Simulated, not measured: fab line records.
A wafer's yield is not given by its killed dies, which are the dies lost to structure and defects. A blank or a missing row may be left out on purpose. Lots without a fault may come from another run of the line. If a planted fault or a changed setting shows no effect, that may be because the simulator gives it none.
A struck lot beside a sound one | flow n5_finfet | 40 out of 1938 route steps
Sound: these wafers, L273.1, L273.4, L273.5. Struck: wafer L263.3. (L263.4, L263.6 of the same lot were not struck and are left out.) The cause comes at the end.
At each step with rows: each side's tool, then ch and its chambers, then its first start. Under that, the readings that differ: sound wafers | struck wafers | difference of the means | sigmas: that difference in standard deviations of wafers without a fault.
alike: readings whose means differ by less than 2 such deviations, and words and numbers that are the same on both sides. not compared: withheld readings, readings that some wafer has no value for, bounds like >300 that may hide the same value, and numbers for which the record gives no deviation and whose values overlap.
A row with sigmas, a row that says differs or no value, or rows on one side alone: a step with any of these is where the two part. Numbers that don't overlap but have no deviation are shown without sigmas and don't part them. A reading missing from all wafers of one side parts the sides only when that side holds two or more wafers.

first, 11 steps without rows for these wafers: N5_HKMG_FIN_STRIP_60 (strips in N2/H2, time 360 s); N5_HKMG_FIN_WET_ETCH_77 (etches La2O3 in dHCl, stops on HfO2, target depth 2 nm); N5_HKMG_FIN_WET_ETCH_78 (etches Al2O3 in dNH4OH, stops on La2O3, target depth 4.5 nm, rinse time 30 s); N5_HKMG_FIN_ALD_79 (deposits TiN, target thk 1.5 nm, pulse time 1 s, purge time 3 s); N5_HKMG_FIN_CVD_62 (deposits a-Si from Si2H6, target thk 3 nm, time 20.8 s); N5_HKMG_FIN_RTA_80 (time 2 s); N5_HKMG_FIN_PRECLEAN_64 (cleans in dHF, time 30 s); N5_HKMG_FIN_WET_ETCH_65 (etches a-Si in TMAH, stops on TiN, time 49 s, target depth 3 nm); N5_HKMG_FIN_WET_ETCH_81 (etches TiN in SC1, stops on HfO2, time 57 s, target depth 6 nm); N5_HKMG_FIN_WET_ETCH_82 (etches La2O3 in dHCl, stops on HfO2, target depth 2 nm, rinse time 30 s); N5_HKMG_FIN_ALD_36 (deposits TiN, target thk 1 nm, pulse time 1 s, purge time 3 s).
N5_HKMG_FIN_PWFM_ALD_03: deposits TiN, target thk 2 nm, pulse time 1 s, purge time 3 s.
  sound on ald_metal-02 ch 1,2, day 9 22:58; struck on ald_metal-02 ch 2, day 7 11:29
  reading                                       | sound    | struck | difference | sigmas
  ald_cycles                                    | 91 91 91 | 68     | -23        |
  model.TiN_of_HKMG_FIN_PWFM_ALD_03.thk_nm (nm) | 2 2 2    | 1.6    | -0.4       |
  alike: chamber_pressure_Torr, heater_power_w, precursor_pulse_height_rel
then, 26 steps without rows for these wafers: N5_HKMG_FIN_COAT_29 (time 60 s, resist thk 300 nm); N5_HKMG_FIN_COAT_30 (time 60 s, resist thk 35 nm); N5_HKMG_FIN_COAT_06 (resist thk 90 nm); N5_HKMG_FIN_EBR_08; N5_HKMG_FIN_SOFTBAKE_07 (time 60 s); N5_HKMG_FIN_EXPOSE_09 (exposes mask NWFM); N5_HKMG_FIN_PEB_10 (peb time 60 s); N5_HKMG_FIN_DEVELOP_11 (develop time 30 s); N5_HKMG_FIN_DESCUM_17 (chemistry O2, time 7.9 s); N5_HKMG_FIN_ETCH_31 (etches SiARC in CF4, target depth 45.5 nm, time 75.8 s); N5_HKMG_FIN_ETCH_32 (etches SOC in N2/H2, target depth 240 nm, time 300 s); N5_HKMG_FIN_STRIP_33 (strips in N2/H2); N5_HKMG_FIN_STRIP_34 (strips in CF4); N5_HKMG_FIN_ETCH_35 (etches SOC in N2/H2, target depth 215.8 nm, time 243.4 s); N5_HKMG_FIN_STRIP_92 (strips SOC in N2/H2, time 20 s); N5_HKMG_FIN_WET_ETCH_18 (etches TiN in SC1, time 55 s, target depth 5.2 nm, rinse time 30 s); N5_HKMG_FIN_STRIP_19 (strips in N2/H2, time 360 s); N5_HKMG_FIN_ALD_91 (deposits TiN, target thk 1 nm, pulse time 1 s, purge time 3 s); N5_HKMG_FIN_COAT_85 (time 60 s, resist thk 300 nm); N5_HKMG_FIN_ETCH_86 (etches SOC in N2/H2, stops on TiN, target depth 393.2 nm); N5_HKMG_FIN_STRIP_89 (strips SOC in N2/H2, time 20 s); N5_HKMG_FIN_WET_ETCH_87 (etches TiN in SC1, time 154.2 s, target depth 4.7 nm, rinse time 30 s); N5_HKMG_FIN_STRIP_88 (strips in N2/H2, time 360 s); N5_HKMG_FIN_NWFM_ALD_20 (deposits TiAlC, target thk 2 nm, pulse time 3 s, purge time 2 s); N5_HKMG_FIN_ALD_71 (deposits TiN, target thk 1 nm, pulse time 1 s, purge time 3 s); N5_HKMG_FIN_COAT_66 (time 60 s, resist thk 300 nm).
-- here the record skips 5 days between the struck wafers' starts before and after, leaving off in module HKMG_FIN and picking up in module BEOL_M4 (first step shown: number 1111 of the route) --
N5_BEOL_M4_RC_MEAS_101:
  sound on prober-02 ch 0, day 15 13:25; struck on prober-01 ch 0, day 12 23:16
  reading            | sound                | struck | difference | sigmas
  IOFF_P (nA/um)     | 0.199 0.207 0.164    | 0.096  | -0.094     | -3
  IOFF_P_85C (nA/um) | 3.6 3.7 3.0          | 1.9    | -1.5       | -4
  IOFF_P_LIN (nA/um) | 0.090 0.093 0.079    | 0.046  | -0.041     | -4
  ION_P (uA/um)      | 451 453 447          | 428    | -22        | -3
  VT_P (mV)          | -255 -252 -255       | -272   | -18        | -6
  VT_P_LONG (mV)     | -279.9 -282.3 -282.1 | -296.4 | -15.0      | -6
  VT_P_LVT (mV)      | -98.7 -98.7 -101.2   | -120.1 | -20.6      | -9
  alike: DIBL_N, DIBL_P, IOFF_N, IOFF_P_LONG, ION_N, SS_N, SS_P, VT_N
-- here the record skips 4 days between the struck wafers' starts before and after, leaving off in module BEOL_M4 and picking up in module PASSIVATION (first step shown: number 1936 of the route) --
N5_PASSIVATION_PROBE_49:
  only the struck wafers here have rows in the record (prober-01, day 17 08:28); the sound ones have none

== WHERE THEY PART ==
Earliest at N5_BEOL_M4_RC_MEAS_101; latest, in this record, at N5_PASSIVATION_PROBE_49.

WHY: whatever the simulator had introduced
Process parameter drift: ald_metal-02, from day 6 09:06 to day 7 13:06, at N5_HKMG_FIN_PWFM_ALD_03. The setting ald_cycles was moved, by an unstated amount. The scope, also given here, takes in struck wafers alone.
